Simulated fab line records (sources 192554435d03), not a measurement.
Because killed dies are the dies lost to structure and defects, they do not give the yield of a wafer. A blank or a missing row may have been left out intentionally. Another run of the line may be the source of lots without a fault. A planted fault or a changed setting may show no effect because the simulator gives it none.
fab line records | flow n5-finfet
record: lots: 5 wafers: 15 last-day: 17
route steps=1938 shown BEOL_M4@1099 BEOL_M5@1112 PASSIVATION@1936
lots that met no fault: from a run of the same line without faults
start-h: start of the lot's first displayed wafer, in hours after the record's first day | wait-h: time in hours since the lot's previous step | " the same as in the row above | L1.1+2: several wafers, shown together as one row | - no value, or no start given | * or withheld: withheld | < > ~ a bound
route shown NAME@n: NAME is a module with steps in the file, n the number in the route of the first one | usual: mean/standard deviation taken from wafers without a fault | same: alike in all rows | chamber/n: place in a boat | sites: the reading at each site | _std_site: standard deviation of those values | _edge_site: mean of outer sites minus mean of inner sites | radius-mm: for every site, how far away it sits from the centre of the wafer | mask NAME#n: copy n | behind: the most recent tool/chamber to have shaped the wafer | hold: the reason the lot was held/the length of the hold in hours/how it ended | device: the n, p or np transistor that did not switch | end of line: at the end of the route, the tests of the same wafers | step lacking rows: just its recipe | killed: dies that structure and defects cost at the first sort, which is not the same as the wafer's yield | map: a wafer's dies, x killed, . not, _ none there
set.NAME: the setting as run; set.NAME@STEP: as run at that earlier step | model.NAME: the simulator's own value behind a step, which no gauge read
lots seen at some steps along the route; tables by step, rows by wafer
services: when a tool's chamber went out of use (start-h, in hours from the record's first day, below 0 if earlier), for how many hours, and the reason
== steps ==
step: N5_BEOL_M4_ANNEAL_95
recipe: temp-c: 400 time-s: 240 ambient: vacuum
step: N5_BEOL_M4_SPUTTER_96
recipe: material: Cu target-thk-a: 45 temp-c: -20 chamber-pressure-pa: 0.07 power-w: withheld time-s: 8.29
step: N5_BEOL_M4_ECD_50
recipe: material: Cu target-thk-a: 3000
step: N5_BEOL_M4_ANNEAL_51
recipe: temp-c: 225 time-s: 90 ambient: N2
step: N5_BEOL_M4_CMP_52
recipe: stop-on: SiOC t-overpolish-s: 6.8 down-force-psi: 1 platen-rpm: 50 clearing-platen-down-force-psi: 1.5 clearing-platen-rpm: 50 post-cmp-clean: cu-alkaline target-thk-nm: 40 clearing-platen-pad-velocity-m-s: 0.99484 pad-velocity-m-s: 0.99484
step: N5_BEOL_M4_PRE_CLEAN_60
recipe: gas: NH3/H2 time-s: 15 temp-c: * rf-power-w: 300
step: N5_BEOL_M4_CO_CAP_55
recipe: material: Co target-thk-a: 20 temp-c: 200 precursor: CCTBA/H2 pressure-torr: 30 time-s: 102.1
step: N5_BEOL_M4_PRE_CLEAN_56
recipe: gas: NH3 time-s: 15 temp-c: withheld rf-power-w: 300
step: N5_BEOL_M4_DEP_57
recipe: material: SiCN target-thk-a: 80 temp-c: withheld precursor: 3MS/NH3 pressure-torr: 3 rf-w: 202 time-s: 14
step: N5_BEOL_M4_RC_MEAS_101
usual: DIBL_N: 35.8/1.5 DIBL_P: 35.8/1.7 IOFF_N: 0.151/0.022 IOFF_P: 0.204/0.027 ION_N: 673/8.6 ION_P: 462/5.4 SS_N: 71.4/0.54 SS_P: 73.3/0.56 VT_N: 250.5/2.6 VT_P: -251/3.1
columns lot.wafer tool chamber start-h wait-h DIBL_N[mV/V] DIBL_P[mV/V] IOFF_N[nA/um] IOFF_P[nA/um] ION_N[uA/um] ION_P[uA/um] SS_N[mV/dec] SS_P[mV/dec] VT_N[mV] VT_P[mV]
L533.2 prober-01 0 213.19 0.2 34.6 32.8 0.119 0.178 653 450 71.7 72.7 257.2 -251
L533.4 " 0 " " 34.5 32.3 0.119 0.169 666 456 71.5 72.4 252.4 -250
L533.6 " 0 " " 36.6 34.9 0.143 0.199 664 454 71.8 72.7 255.2 -251
L538.1 prober-02 0 240.96 0.0 35.0 36.2 0.126 0.157 659 454 71.2 73.0 254.7 -257
L538.4 " 0 " " 35.5 37.5 0.151 0.175 674 458 72.1 73.8 252.4 -256
L538.5 " 0 " " 33.6 34.3 0.116 0.140 661 456 71.2 72.9 257.5 -261
L539.1 prober-01 0 253.81 0.0 36.6 35.3 0.144 0.202 678 463 71.6 73.7 251.8 -252
L539.3 " 0 " " 39.1 36.9 0.185 0.237 683 468 72.3 74.1 247.3 -249
L539.4 " 0 " " 38.2 36.6 0.177 0.227 679 468 71.8 74.1 248.8 -250
L540.3 prober-01 0 259.96 0.3 34.0 35.2 0.128 0.161 663 454 70.6 72.3 252.8 -256
L540.4 " 0 " " 35.8 37.3 0.150 0.193 676 463 70.7 73.2 250.3 -252
L540.5 " 0 " " 35.7 37.8 0.153 0.201 676 461 70.9 73.3 248.8 -253
L547.2 prober-02 0 296.78 0.2 39.0 39.5 0.177 0.281 683 472 71.6 72.7 249.9 -244
L547.5 " 0 " " 37.3 36.9 0.148 0.249 669 464 71.5 73.5 251.0 -245
L547.6 " 0 " " 37.9 36.9 0.151 0.234 670 468 72.2 73.4 253.8 -246
step: N5_BEOL_M5_ILD_DEP_00
recipe: material: SiCOH_lowk target-thk-a: 1406.4 temp-c: 300 precursor: DEMS/porogen pressure-torr: 5 rf-w: 500 time-s: 25.9
step: N5_BEOL_M5_CURE_79
recipe: temp-c: 385 time-s: 240 ambient: He/Ar material: SiCOH_lowk
step: N5_BEOL_M5_PECVD_70
recipe: material: SiO2 target-thk-a: 160 temp-c: 400 precursor: TEOS/O2 pressure-torr: 5.5 rf-w: 450 teos-flow-sccm: 53.8 gas: O2 flow-sccm: 3000 time-s: 18
step: N5_BEOL_M5_HM_DEP_02
recipe: material: TiN target-thk-a: 200 temp-c: 25 chamber-pressure-pa: 0.49996
step: N5_BEOL_M5_COAT_59
recipe: resist: SOC temp-c: 250 time-s: 60 spin-rpm: 1500 resist-thk-nm: 60
step: N5_BEOL_M5_COAT_60
recipe: resist: SiARC temp-c: 220 time-s: 60 spin-rpm: 1500 resist-thk-nm: 12
step: N5_BEOL_M5_COAT_71
recipe: resist: underlayer temp-c: 205 time-s: 60 spin-rpm: 1500 resist-thk-nm: 5
step: N5_BEOL_M5_COAT_05
recipe: resist: CAR-EUV spin-rpm: 1500 resist-thk-nm: 30
step: N5_BEOL_M5_EBR_07
recipe: solvent: PGMEA ebr-width-mm: 1.5
step: N5_BEOL_M5_SOFTBAKE_06
recipe: temp-c: 110 time-s: 60 resist: CAR-EUV
step: N5_BEOL_M5_EXPOSE_08
recipe: mask-id: M5 na: 0.33 source-shape: annular sigma-inner: 0.4 sigma-outer: 0.8 polarization: unpolarized target-cd-nm: 28 dose-mj: 35.75
step: N5_BEOL_M5_PEB_09
recipe: peb-temp-c: 100 peb-time-s: 60 resist: CAR-EUV
step: N5_BEOL_M5_DEVELOP_10
recipe: develop-time-s: 30 developer: TMAH resist: CAR-EUV rinse-liquid: surfactant-rinse dry: air-spin dev-temp-c: 23
step: N5_BEOL_M5_DESCUM_16
recipe: chemistry: O2 time-s: 7 source-power-w: 50 bias-power-w: 20 pressure-mtorr: 20 rf-frequency-hz: 2.712e+07 temp-c: 40 resist: CAR-EUV o2-flow-sccm: 225
step: N5_BEOL_M5_ETCH_72
recipe: chemistry: N2/H2 target: underlayer target-depth-a: 65 mask-material: CAR-EUV time-s: 5.2 ion-energy-ev: 200 pressure-mtorr: 30 source-w: 840 bias-w: 150 n2-flow-sccm: 200 h2-flow-sccm: 200 ends: cleared
step: N5_BEOL_M5_ETCH_61
recipe: chemistry: CF4 target: SiARC target-depth-a: 156 mask-material: CAR-EUV time-s: 26 ion-energy-ev: 80 pressure-mtorr: 40 source-w: 545 bias-w: 36 Ar_flow_sccm: 100 cf4-flow-sccm: 100 ends: cleared
step: N5_BEOL_M5_ETCH_62
recipe: chemistry: N2/H2 target: SOC target-depth-a: 750 overetch-a: 150 mask-material: SiARC temp-c: 40 time-s: 112.5 ion-energy-ev: 200 pressure-mtorr: 30 source-w: 840 bias-w: 150 n2-flow-sccm: 200 h2-flow-sccm: 200
step: N5_BEOL_M5_STRIP_63
recipe: chemistry: N2/H2 temp-c: 40 n2-flow-sccm: 200 h2-flow-sccm: 200 rf-frequency-hz: 6e+07
step: N5_BEOL_M5_STRIP_73
recipe: chemistry: N2/H2 temp-c: 40 n2-flow-sccm: 200 h2-flow-sccm: 200 rf-frequency-hz: 6e+07
step: N5_BEOL_M5_STRIP_64
recipe: chemistry: CF4 resist: SiARC power-w: 300 bias-power-w: 75 pressure-mtorr: 50 cf4-flow-sccm: 150 rf-frequency-hz: 6e+07
step: N5_BEOL_M5_HM_OPEN_17
recipe: chemistry: Cl2/BCl3 target-depth-a: 200 overetch-a: 60 target: TiN mask-material: SOC ion-energy-ev: 150 pressure-mtorr: 10 icp-w: 1000 bias-w: 126 Cl2_flow_sccm: 53.25 bcl3-flow-sccm: 21.75 Ar_flow_sccm: 25
step: N5_BEOL_M5_STRIP_19
recipe: chemistry: O2 power-w: 400 temp-c: 40 pressure-mtorr: 30 rf-frequency-hz: 6e+07 bias-power-w: 0 overash-fraction: 0.2 o2-flow-sccm: 225
step: N5_BEOL_M5_COAT_65
recipe: resist: SOC temp-c: 250 time-s: 60 spin-rpm: 1500 resist-thk-nm: 60
step: N5_BEOL_M5_COAT_66
recipe: resist: SiARC temp-c: 220 time-s: 60 spin-rpm: 1500 resist-thk-nm: 12
step: N5_BEOL_M5_CMP_52
recipe: stop-on: SiCOH_lowk t-overpolish-s: 6.9 down-force-psi: 1 platen-rpm: 50 clearing-platen-down-force-psi: 1.5 clearing-platen-rpm: 50 post-cmp-clean: cu-alkaline target-thk-nm: 62 clearing-platen-pad-velocity-m-s: 0.99484 pad-velocity-m-s: 0.99484
usual: barrier-field-endpoint-s: 25.1/0.54 clearing-platen-down-force-psi: 1.5002/0.003 motor-current-A: 6.0/0.53 overpolish-run-s: 6.901/0.0091 time-to-endpoint-s: 63.8/2.8
columns lot.wafer tool chamber start-h wait-h barrier-field-endpoint-s clearing-platen-down-force-psi motor-current-A overpolish-run-s time-to-endpoint-s model.Cu_of_BEOL_M5_ECD_50.thk-nm model.SiO2_of_BEOL_M5_PECVD_70.thk-nm model.SiCOH_lowk_of_BEOL_M5_ILD_DEP_00.thk-nm
L533.2 cmp-03 2 226.09 0.2 25.8 1.4969 5.7 6.927 68.5 61.2 0 117.8
L533.4 " 1 " " 25.9 1.4978 7.2 6.902 66.6 62.8 0 119.4
L533.6 " 3 " " 25.1 1.5013 6.0 6.901 65.8 60.6 0 119.2
L538.1 cmp-03 3 252.34 0.3 - - - - - 294.4 16 121.6
L538.4 " 0 " " - - - - - 298.4 16 123.8
L538.5 " 1 " " - - - - - 299 16 121.6
L539.3 cmp-01 3 266.86 0.2 - - - - - 301.4 16 120
L539.4 " 0 " " - - - - - 298.4 15.8 121.8
L539.1 " 1 " " - - - - - 300.2 15.6 117.4
L540.4 cmp-04 0 270.60 0.2 - - - - - 295.2 15.8 125.6
L540.3 " 1 " " - - - - - 299 15.8 121.8
L540.5 " 3 " " - - - - - 294.8 15.8 123.8
L547.2 cmp-01 2 311.89 0.3 24.5 1.5000 5.9 6.887 64.5 63.2 0 116.4
L547.5 " 3 " " 25.6 1.4979 6.7 6.900 67.5 63.4 0 118.8
L547.6 " 0 " " 24.9 1.5016 6.0 6.898 63.0 60.8 0 118
step: N5_BEOL_M5_THK_MEAS_53
recipe: thk-meas-gauge: xrf reads: Cu_of_BEOL_M5_ECD_50
usual: M5_THK: 60.8/1.2
columns lot.wafer tool chamber start-h wait-h M5_THK[nm]
L533.2 film-metro-01 - 226.38 - 60.9
L533.4 " - " " 62.5
L533.6 " - " " 59.8
L538.1 film-metro-01 - 252.56 0.2 289.0
L538.4 " - " " 292.6
L538.5 " - " " 295.1
L539.1 film-metro-01 - 267.12 0.1 296.4
L539.3 " - " " 296.5
L539.4 " - " " 294.3
L540.3 film-metro-02 - 270.82 0.2 289.0
L540.4 " - " " 286.1
L540.5 " - " " 284.2
L547.2 film-metro-02 - 312.08 - 61.7
L547.5 " - " " 62.1
L547.6 " - " " 59.7
step: N5_BEOL_M5_RS_MEAS_57
recipe: thk-meas-gauge: four-point-probe reads: Co_of_BEOL_M5_CO_CAP_78+Cu_of_BEOL_M5_ECD_50+Co_of_BEOL_M5_CVD_47+TaN_of_BEOL_M5_ALD_86
usual: M5_RS: 0.387/0.0089
columns lot.wafer tool chamber start-h wait-h M5_RS[ohm/sq]
L533.2 film-metro-01 - 226.71 0.1 0.393
L533.4 " - " " 0.382
L533.6 " - " " 0.398
L538.1 film-metro-01 - 252.82 0.0 0.055
L538.4 " - " " 0.054
L538.5 " - " " 0.054
L539.1 film-metro-02 - 267.40 0.1 0.054
L539.3 " - " " 0.054
L539.4 " - " " 0.054
L540.3 film-metro-02 - 271.21 0.1 0.054
L540.4 " - " " 0.055
L540.5 " - " " 0.055
L547.2 film-metro-01 - 312.34 0.1 0.377
L547.5 " - " " 0.377
L547.6 " - " " 0.397
step: N5_BEOL_M5_INSPECT_58
recipe: inspect-instrument: darkfield mode: post-dep
usual: raw-defect-count: 74/27
columns lot.wafer tool chamber start-h wait-h raw-defect-count
L533.2 defect-inspect-01 - 226.74 0.0 98
L533.4 " - " " 89
L533.6 " - " " 106
L538.1 defect-inspect-02 - 252.85 0.0 1992
L538.4 " - " " 1935
L538.5 " - " " 1984
L539.1 defect-inspect-01 - 267.42 0.0 2052
L539.3 " - " " 2005
L539.4 " - " " 2104
L540.3 defect-inspect-02 - 271.23 0.0 2006
L540.4 " - " " 1970
L540.5 " - " " 1971
L547.2 defect-inspect-02 - 312.36 0.0 40
L547.5 " - " " 99
L547.6 " - " " 27
step: N5_PASSIVATION_PROBE_49
usual: defect-limited-yield: 91.3/1.4 killed_at_M0_to_M3: 33/10 killed_at_M4_up: 15/6.1 killed-at-contacts: 12/6.7 killed-at-front-end: 39/11 killed-at-other: 4/3.3 killed-dies: 103/16 killed-on-rim: 14/4 killed-open: 68/12 killed-short: 34/7.2 sort_bin_5_function: 5.1/0.88 sort_bin_6_memory: 3.3/0.67 sort-n-pass: 1077/16 sort-yield-pct: 91.3/1.4
same: gross-dies: 1180 killed-at-back-side: 0 sort_bin_4_leakage[%]: 0 sort_bin_8_speed[%]: 0
columns lot.wafer tool chamber start-h wait-h defect-limited-yield[%] killed_at_M0_to_M3 killed_at_M4_up killed-at-contacts killed-at-front-end killed-at-other killed-dies killed-on-rim killed-open killed-short sort_bin_5_function[%] sort_bin_6_memory[%] sort-n-pass sort-yield-pct[%]
L533.2 prober-02 - 315.46 0.1 90.5 37 18 11 46 0 112 14 66 41 6.2 3.1 1068 90.5
L533.4 prober-02 - 315.56 0.2 94.4 17 11 8 28 2 66 13 34 30 3.1 2.2 1114 94.4
L533.6 prober-02 - 315.66 0.3 92.1 16 27 12 37 1 93 9 65 24 5.6 2.3 1087 92.1
L538.1 prober-02 - 342.68 0.0 0 32 1100 11 35 2 1180 152 63 26 4.5 2.9 0 0
L538.4 prober-02 - 342.83 0.2 0 21 1091 22 40 6 1180 152 73 31 5.1 3.4 0 0
L538.5 prober-02 - 342.88 0.2 0 27 1089 23 33 8 1180 152 83 26 5.1 4.1 0 0
L539.1 prober-02 - 347.59 0.0 0 20 1101 22 29 8 1180 152 58 29 4.0 3.2 0 0
L539.3 prober-02 - 347.69 0.1 0 37 1099 19 22 3 1180 152 67 26 4.6 3.2 0 0
L539.4 prober-02 - 347.74 0.2 0 26 1097 21 31 5 1180 152 80 20 5.4 2.9 0 0
L540.3 prober-01 - 359.75 0.1 0 38 1094 6 38 4 1180 152 57 39 5.1 3.0 0 0
L540.4 prober-01 - 359.80 0.2 0 49 1078 16 36 1 1180 152 69 38 5.4 3.7 0 0
L540.5 prober-01 - 359.85 0.2 0 26 1106 9 36 3 1180 152 65 19 4.8 2.3 0 0
L547.2 prober-01 - 396.82 0.1 89.4 41 9 20 52 3 125 15 90 31 6.1 3.9 1055 89.4
L547.5 prober-01 - 396.97 0.2 90.8 37 11 21 38 2 109 17 77 31 5.5 3.6 1071 90.8
L547.6 prober-01 - 397.02 0.3 90.1 42 17 13 44 1 117 16 84 32 6.1 3.5 1063 90.1
killed by level:class
L533.2 STI_FIN_REVEAL:geometric-particle:open=13 BEOL_M0_SAQP:geometric-particle:short=12 MOL_CONTACT_COAG:geometric-particle:open=10 BEOL_M3:geometric-particle:open=8 FIN_SAQP:geometric-particle:short=7 ILD0:geometric-particle:short=5 ILD0:geometric-particle:open=5 BEOL_M1:geometric-particle:open=5
L533.4 STI_FIN_REVEAL:geometric-particle:open=6 MOL_CONTACT_COAG:geometric-particle:open=5 ILD0:geometric-particle:short=4 BEOL_M3:geometric-particle:short=4 BEOL_M1:geometric-particle:open=4 FIN_SAQP:geometric-particle:short=3 GATE_CUT:geometric-particle:short=3 MOL_CONTACT_COAG:geometric-particle:short=3
L533.6 BEOL_M4:geometric-particle:open=13 MOL_CONTACT_COAG:geometric-particle:open=11 STI_FIN_REVEAL:geometric-particle:open=10 BEOL_M5:geometric-particle:open=8 ILD0:geometric-particle:open=7 FIN_SAQP:geometric-particle:short=5 DUMMY_GATE:geometric-particle:open=3 BEOL_M2:geometric-particle:short=3
L538.1 BEOL_M5:area-cmp=1089 FIN_SAQP:geometric-particle:open=9 MOL_CONTACT_COAG:geometric-particle:open=9 BEOL_M3:geometric-particle:open=8 DUMMY_GATE:geometric-particle:open=8 BEOL_M1:geometric-particle:open=6 BEOL_M0_SAQP:geometric-particle:open=5 STI_FIN_REVEAL:geometric-particle:open=4
L538.4 BEOL_M5:area-cmp=1076 MOL_CONTACT_COAG:geometric-particle:open=18 FIN_SAQP:geometric-particle:open=15 FIN_SAQP:geometric-particle:short=9 BEOL_M0_SAQP:geometric-particle:short=5 BEOL_M4:geometric-particle:open=5 MOL_CONTACT_COAG:geometric-particle:short=4 BEOL_M0_SAQP:geometric-particle:open=4
L538.5 BEOL_M5:area-cmp=1069 MOL_CONTACT_COAG:geometric-particle:open=21 BEOL_M0_SAQP:geometric-particle:open=7 BEOL_M4:geometric-particle:open=7 DUMMY_GATE:geometric-particle:open=6 BEOL_M2:geometric-particle:open=6 BEOL_M3:geometric-particle:open=6 FIN_SAQP:geometric-particle:open=5
L539.1 BEOL_M5:area-cmp=1091 MOL_CONTACT_COAG:geometric-particle:open=17 STI_FIN_REVEAL:geometric-particle:open=9 FIN_SAQP:geometric-particle:short=6 FIN_SAQP:geometric-particle:open=5 MOL_CONTACT_COAG:geometric-particle:short=5 BEOL_M0_SAQP:geometric-particle:open=5 PAD_METAL:geometric-particle:open=4
L539.3 BEOL_M5:area-cmp=1087 MOL_CONTACT_COAG:geometric-particle:open=15 BEOL_M2:geometric-particle:open=15 BEOL_M0_SAQP:geometric-particle:open=7 BEOL_M0_SAQP:geometric-particle:short=7 STI_FIN_REVEAL:geometric-particle:open=4 MOL_CONTACT_COAG:geometric-particle:short=4 BEOL_M4:geometric-particle:open=4
L539.4 BEOL_M5:area-cmp=1080 MOL_CONTACT_COAG:geometric-particle:open=17 FIN_SAQP:geometric-particle:open=15 STI_FIN_REVEAL:geometric-particle:open=8 BEOL_M2:geometric-particle:open=7 BEOL_M3:geometric-particle:open=6 BEOL_M4:geometric-particle:open=5 BEOL_M5:geometric-particle:open=5
L540.3 BEOL_M5:area-cmp=1082 BEOL_M0_SAQP:geometric-particle:short=16 BEOL_M0_SAQP:geometric-particle:open=12 FIN_SAQP:geometric-particle:short=11 STI_FIN_REVEAL:geometric-particle:open=10 MOL_CONTACT_COAG:geometric-particle:open=5 BEOL_M3:geometric-particle:open=5 BEOL_M4:geometric-particle:open=5
L540.4 BEOL_M5:area-cmp=1071 BEOL_M0_SAQP:geometric-particle:open=14 MOL_CONTACT_COAG:geometric-particle:open=13 BEOL_M3:geometric-particle:open=10 BEOL_M0_SAQP:geometric-particle:short=10 STI_FIN_REVEAL:geometric-particle:open=9 GATE_CUT:geometric-particle:short=6 BEOL_M3:geometric-particle:short=6
L540.5 BEOL_M5:area-cmp=1095 STI_FIN_REVEAL:geometric-particle:open=12 BEOL_M3:geometric-particle:open=9 MOL_CONTACT_COAG:geometric-particle:open=7 BEOL_M2:geometric-particle:open=7 FIN_SAQP:geometric-particle:short=6 FIN_SAQP:geometric-particle:open=5 STARTING-WAFER:geometric-particle:open=5
L547.2 STI_FIN_REVEAL:geometric-particle:open=20 MOL_CONTACT_COAG:geometric-particle:open=18 BEOL_M3:geometric-particle:open=15 FIN_SAQP:geometric-particle:open=7 BEOL_M0_SAQP:geometric-particle:open=7 GATE_CUT:geometric-particle:short=6 BEOL_M4:geometric-particle:open=6 BEOL_M2:geometric-particle:open=5
L547.5 MOL_CONTACT_COAG:geometric-particle:open=19 FIN_SAQP:geometric-particle:open=12 BEOL_M3:geometric-particle:open=10 BEOL_M0_SAQP:geometric-particle:open=10 STI_FIN_REVEAL:geometric-particle:open=8 BEOL_M0_SAQP:geometric-particle:short=8 FIN_SAQP:geometric-particle:short=7 BEOL_M4:geometric-particle:open=6
L547.6 BEOL_M3:geometric-particle:open=16 MOL_CONTACT_COAG:geometric-particle:open=12 FIN_SAQP:geometric-particle:open=11 STI_FIN_REVEAL:geometric-particle:open=9 BEOL_M1:geometric-particle:open=8 BEOL_M4:geometric-particle:open=8 FIN_SAQP:geometric-particle:short=7 BEOL_M0_SAQP:geometric-particle:short=7
map L538.1 (x killed, . not)
_________________xxxxxxxxxxxx________________
______________xxxxxxxxxxxxxxxxxx_____________
___________xxxxxxxxxxxxxxxxxxxxxxxx__________
__________xxxxxxxxxxxxxxxxxxxxxxxxxx_________
________xxxxxxxxxxxxxxxxxxxxxxxxxxxxxx_______
_______xxxxxxxxxxxxxxxxxxxxxxxxxxxxxxxx______
______xxxxxxxxxxxxxxxxxxxxxxxxxxxxxxxxxx_____
_____xxxxxxxxxxxxxxxxxxxxxxxxxxxxxxxxxxxx____
____xxxxxxxxxxxxxxxxxxxxxxxxxxxxxxxxxxxxxx___
___xxxxxxxxxxxxxxxxxxxxxxxxxxxxxxxxxxxxxxxx__
___xxxxxxxxxxxxxxxxxxxxxxxxxxxxxxxxxxxxxxxx__
__xxxxxxxxxxxxxxxxxxxxxxxxxxxxxxxxxxxxxxxxxx_
__xxxxxxxxxxxxxxxxxxxxxxxxxxxxxxxxxxxxxxxxxx_
_xxxxxxxxxxxxxxxxxxxxxxxxxxxxxxxxxxxxxxxxxxxx
_xxxxxxxxxxxxxxxxxxxxxxxxxxxxxxxxxxxxxxxxxxxx
_xxxxxxxxxxxxxxxxxxxxxxxxxxxxxxxxxxxxxxxxxxxx
_xxxxxxxxxxxxxxxxxxxxxxxxxxxxxxxxxxxxxxxxxxxx
_xxxxxxxxxxxxxxxxxxxxxxxxxxxxxxxxxxxxxxxxxxxx
_xxxxxxxxxxxxxxxxxxxxxxxxxxxxxxxxxxxxxxxxxxxx
_xxxxxxxxxxxxxxxxxxxxxxxxxxxxxxxxxxxxxxxxxxxx
_xxxxxxxxxxxxxxxxxxxxxxxxxxxxxxxxxxxxxxxxxxxx
__xxxxxxxxxxxxxxxxxxxxxxxxxxxxxxxxxxxxxxxxxx_
__xxxxxxxxxxxxxxxxxxxxxxxxxxxxxxxxxxxxxxxxxx_
___xxxxxxxxxxxxxxxxxxxxxxxxxxxxxxxxxxxxxxxx__
___xxxxxxxxxxxxxxxxxxxxxxxxxxxxxxxxxxxxxxxx__
____xxxxxxxxxxxxxxxxxxxxxxxxxxxxxxxxxxxxxx___
_____xxxxxxxxxxxxxxxxxxxxxxxxxxxxxxxxxxxx____
______xxxxxxxxxxxxxxxxxxxxxxxxxxxxxxxxxx_____
_______xxxxxxxxxxxxxxxxxxxxxxxxxxxxxxxx______
________xxxxxxxxxxxxxxxxxxxxxxxxxxxxxx_______
__________xxxxxxxxxxxxxxxxxxxxxxxxxx_________
___________xxxxxxxxxxxxxxxxxxxxxxxx__________
______________xxxxxxxxxxxxxxxxxx_____________
_________________xxxxxxxxxxxx________________
map L539.1 (x killed, . not)
_________________xxxxxxxxxxxx________________
______________xxxxxxxxxxxxxxxxxx_____________
___________xxxxxxxxxxxxxxxxxxxxxxxx__________
__________xxxxxxxxxxxxxxxxxxxxxxxxxx_________
________xxxxxxxxxxxxxxxxxxxxxxxxxxxxxx_______
_______xxxxxxxxxxxxxxxxxxxxxxxxxxxxxxxx______
______xxxxxxxxxxxxxxxxxxxxxxxxxxxxxxxxxx_____
_____xxxxxxxxxxxxxxxxxxxxxxxxxxxxxxxxxxxx____
____xxxxxxxxxxxxxxxxxxxxxxxxxxxxxxxxxxxxxx___
___xxxxxxxxxxxxxxxxxxxxxxxxxxxxxxxxxxxxxxxx__
___xxxxxxxxxxxxxxxxxxxxxxxxxxxxxxxxxxxxxxxx__
__xxxxxxxxxxxxxxxxxxxxxxxxxxxxxxxxxxxxxxxxxx_
__xxxxxxxxxxxxxxxxxxxxxxxxxxxxxxxxxxxxxxxxxx_
_xxxxxxxxxxxxxxxxxxxxxxxxxxxxxxxxxxxxxxxxxxxx
_xxxxxxxxxxxxxxxxxxxxxxxxxxxxxxxxxxxxxxxxxxxx
_xxxxxxxxxxxxxxxxxxxxxxxxxxxxxxxxxxxxxxxxxxxx
_xxxxxxxxxxxxxxxxxxxxxxxxxxxxxxxxxxxxxxxxxxxx
_xxxxxxxxxxxxxxxxxxxxxxxxxxxxxxxxxxxxxxxxxxxx
_xxxxxxxxxxxxxxxxxxxxxxxxxxxxxxxxxxxxxxxxxxxx
_xxxxxxxxxxxxxxxxxxxxxxxxxxxxxxxxxxxxxxxxxxxx
_xxxxxxxxxxxxxxxxxxxxxxxxxxxxxxxxxxxxxxxxxxxx
__xxxxxxxxxxxxxxxxxxxxxxxxxxxxxxxxxxxxxxxxxx_
__xxxxxxxxxxxxxxxxxxxxxxxxxxxxxxxxxxxxxxxxxx_
___xxxxxxxxxxxxxxxxxxxxxxxxxxxxxxxxxxxxxxxx__
___xxxxxxxxxxxxxxxxxxxxxxxxxxxxxxxxxxxxxxxx__
____xxxxxxxxxxxxxxxxxxxxxxxxxxxxxxxxxxxxxx___
_____xxxxxxxxxxxxxxxxxxxxxxxxxxxxxxxxxxxx____
______xxxxxxxxxxxxxxxxxxxxxxxxxxxxxxxxxx_____
_______xxxxxxxxxxxxxxxxxxxxxxxxxxxxxxxx______
________xxxxxxxxxxxxxxxxxxxxxxxxxxxxxx_______
__________xxxxxxxxxxxxxxxxxxxxxxxxxx_________
___________xxxxxxxxxxxxxxxxxxxxxxxx__________
______________xxxxxxxxxxxxxxxxxx_____________
_________________xxxxxxxxxxxx________________
== services ==
columns tool chamber start-h hours kind
cmp-03 - 207.00 12.5 pm
cmp-04 - 208.67 0.8 repair
cmp-03 - 229.51 4.0 pm
cmp-03 - 233.51 - consumable-replace:conditioner
cmp-03 - 233.51 - consumable-replace:pad
cmp-01 - 269.07 5.5 pm
cmp-04 - 275.63 4.0 pm
cmp-03 - 279.06 0.5 repair
cmp-04 - 279.63 - consumable-replace:conditioner
cmp-04 - 279.63 - consumable-replace:pad
cmp-04 - 286.66 4.5 repair
== key ==
first-sign: step: N5_BEOL_M5_CMP_52 reading: tool-record direction: missing
effect: step: N5_BEOL_M5_THK_MEAS_53 reading: M5_THK direction: up sigmas: 99+ usual: 60.8 struck: 291.5
effect: step: N5_BEOL_M5_RS_MEAS_57 reading: M5_RS direction: down sigmas: 38 usual: 0.387 struck: 0.054
effect: step: N5_BEOL_M5_INSPECT_58 reading: raw-defect-count direction: up sigmas: 71 usual: 74 struck: 2002
effect: step: N5_PASSIVATION_PROBE_49 reading: killed_at_M4_up direction: up sigmas: 99+ usual: 15 struck: 1095
model-effect: step: N5_BEOL_M5_CMP_52 value: Cu_of_BEOL_M5_ECD_50.thk-nm without: 62.47 struck: 297.9
more-kills-born-at: N5_BEOL_M5_CMP_52@cmp-01: 3258 N5_BEOL_M5_CMP_52@cmp-04: 3248 N5_BEOL_M5_CMP_52@cmp-03: 3234
met-at N5_BEOL_M5_CMP_52
struck-wafers L538.1,L538.4,L538.5,L539.1,L539.3,L539.4,L540.3,L540.4,L540.5
later-rows-left-out L538.1,L538.4,L538.5,L539.1,L539.3,L539.4,L540.3,L540.4,L540.5
onset-between 226.09 252.34
fault: kind: skipped-step-whole tool: cmp-01,cmp-03,cmp-04 chamber: - onset-h: 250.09 steps: N5_BEOL_M5_CMP_52 scope: struck-lots-only
later-rows-left-out: the simulator's readings of these wafers behind a module that went badly wrong aren't trusted and aren't shown, but for the sort
